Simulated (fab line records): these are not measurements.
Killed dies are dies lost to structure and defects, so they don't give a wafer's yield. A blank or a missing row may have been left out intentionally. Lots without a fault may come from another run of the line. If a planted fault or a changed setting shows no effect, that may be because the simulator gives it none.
One fault seen from 3 desks	flow nand harc	each desk has only its own numbers; what lay behind them comes last

== AT THE TOOL OWNER'S DESK: litho track-04 ==
The tool's own readings at NHARC_A_CHANNEL_HOLE_D1_SOFTBAKE_05 (time 55 s): means of the sampled wafers that have a number, for each lot that ran on this tool. A lot is out of limits, marked OUT, if its mean lies more than 4 standard deviations from the usual mean; the brackets give that distance.
Columns: A = heater power total W at NHARC_A_CHANNEL_HOLE_D1_SOFTBAKE_05, usual 188.45 W
lot	first seen here	A
L528	day 8 20:00	188.67
L531	day 12 14:00	188.43
L534	day 12 15:00	233.24 (+99 or more) OUT
L533	day 12 22:00	255.77 (+99 or more) OUT
This desk finds L533, L534 out of limits, L534 being first, at day 12 15:00 (heater power total W at NHARC_A_CHANNEL_HOLE_D1_SOFTBAKE_05). L528, L531: within limits.

== THE DEFECT DESK ==
What the inspections along the route counted, lot by lot: means of the sampled wafers that have a number. A lot is out of limits, marked OUT, if its mean lies more than 4 standard deviations from the usual mean; the brackets give that distance.
Columns: A = raw defect count at NHARC_A_CHANNEL_HOLE_D1_INSPECT_12, usual 5.6
lot	first seen here	A
L527	day 8 08:16	7.3
L528	day 8 20:56	7.7
L530	day 9 13:41	4.0
L531	day 12 14:59	4.3
L534	day 12 16:10	4.0
L535	day 12 16:43	5.3
L533	day 12 23:25	5.5
L541	day 14 13:04	5.0
L543	day 15 01:54	2.0
L545	day 16 04:29	7.3
L547	day 16 17:29	8.7
L548	day 17 18:11	5.7
L549	day 17 19:28	7.7
L550	day 18 07:13	5.7
Result from this desk: across the 14 lots, nothing is out of limits.

== METROLOGY DESK ==
Lot by lot, what the gauges showed, no matter which tool ran the lot: averages of those sampled wafers that carry a number. A lot is out of limits, marked OUT, if its mean lies more than 4 standard deviations from the usual mean; the brackets give that distance.
Columns: A = thk nm at NHARC_A_ONON_D1_THK_MEAS_05, usual 1001 nm
lot	first seen here	A
L527	day 7 14:41	1004
L528	day 8 03:41	1014
L530	day 8 22:40	1013
L531	day 11 21:12	995
L534	day 11 21:13	1004
L535	day 11 21:13	1007
L533	day 12 04:31	1000
L541	day 13 14:14	1004
L543	day 14 09:40	1009
L545	day 15 11:27	1015
L547	day 15 23:58	993
L549	day 17 00:46	1010
L548	day 17 01:07	989
L550	day 17 13:57	999
Result from this desk: across the 14 lots, nothing is out of limits.

== PUT TOGETHER ==
An alarm could have come from the tool owner's desk at day 12 15:00, on L533, L534.
Nothing the defect desk looked at was out of limits.
At the metrology desk, nothing out of limits was observed.
The defect desk has L533, L534 on record, within its limits.
The metrology desk has L533, L534 on record, within its limits.
Of the lots named, all ran NHARC_A_CHANNEL_HOLE_D1_SOFTBAKE_05 on litho track-04.

== WHAT WAS PUT IN BY THE SIMULATOR ==
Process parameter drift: litho track-04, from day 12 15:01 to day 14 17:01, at NHARC_A_CHANNEL_HOLE_D1_SOFTBAKE_05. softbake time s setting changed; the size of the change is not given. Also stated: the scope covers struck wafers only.
Lots struck among those shown: L533, L534.
